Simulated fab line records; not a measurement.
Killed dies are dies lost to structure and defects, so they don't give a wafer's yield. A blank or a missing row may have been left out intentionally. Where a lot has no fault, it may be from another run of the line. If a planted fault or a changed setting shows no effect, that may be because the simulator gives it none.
Chamber matching + flow n5-finfet + 4 sister chambers for N5_BEOL_M6_ALD_77 on ald-metal-02
The step deposits TaN, target thk 2 nm, pulse time 2 s, purge time 3 s. 8 wafers are shown with their chamber, then 9 later ones without.

WAFERS, EACH WITH ITS CHAMBER
| wafer  | chamber | heater-power-w (W) |
|--------|---------|--------------------|
| L077.6 | 0       | 379                |
| L083.6 | 2       | 465                |
| L091.2 | 3       | 341                |
| L091.3 | 2       | 457                |
| L091.5 | 1       | 383                |
| L090.3 | 0       | 382                |
| L090.4 | 1       | 377                |
| L090.6 | 3       | 336                |

WAFERS WITH NO CHAMBER GIVEN
| wafer  | heater-power-w (W) |
|--------|--------------------|
| L092.1 | 460                |
| L092.2 | 389                |
| L092.5 | 465                |
| L095.2 | 350                |
| L095.5 | 458                |
| L095.6 | 386                |
| L096.4 | 335                |
| L096.5 | 340                |
| L096.6 | 458                |

THE CHAMBER EACH PASSED THROUGH
| wafer  | from the rows above     | in truth |
|--------|-------------------------|----------|
| L092.1 | 2                       | 2        |
| L092.2 | can't be placed: 0 or 1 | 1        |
| L092.5 | 2                       | 2        |
| L095.2 | 3                       | 3        |
| L095.5 | 2                       | 2        |
| L095.6 | can't be placed: 0 or 1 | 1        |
| L096.4 | 3                       | 3        |
| L096.5 | 3                       | 3        |
| L096.6 | 2                       | 2        |
7 of 9 placed correctly. From these rows, 2 cannot be placed; in 2 the true chamber is one of the candidates. Placed wrongly: 0.
How it was worked out, from the rows above alone: a wafer's distance from a chamber is the root of the sum, over the readings, of the square of ((its reading less the chamber's mean) divided by the reading's scatter). The wafer belongs to the nearest chamber; if the next one is less than 2 further off, it can't be placed. For every chamber, the mean is computed from those of its wafers that are shown. The scatter is the square root of a quotient: the sum, over the shown wafers, of each reading's squared deviation from its chamber's mean, divided by wafers minus chambers.
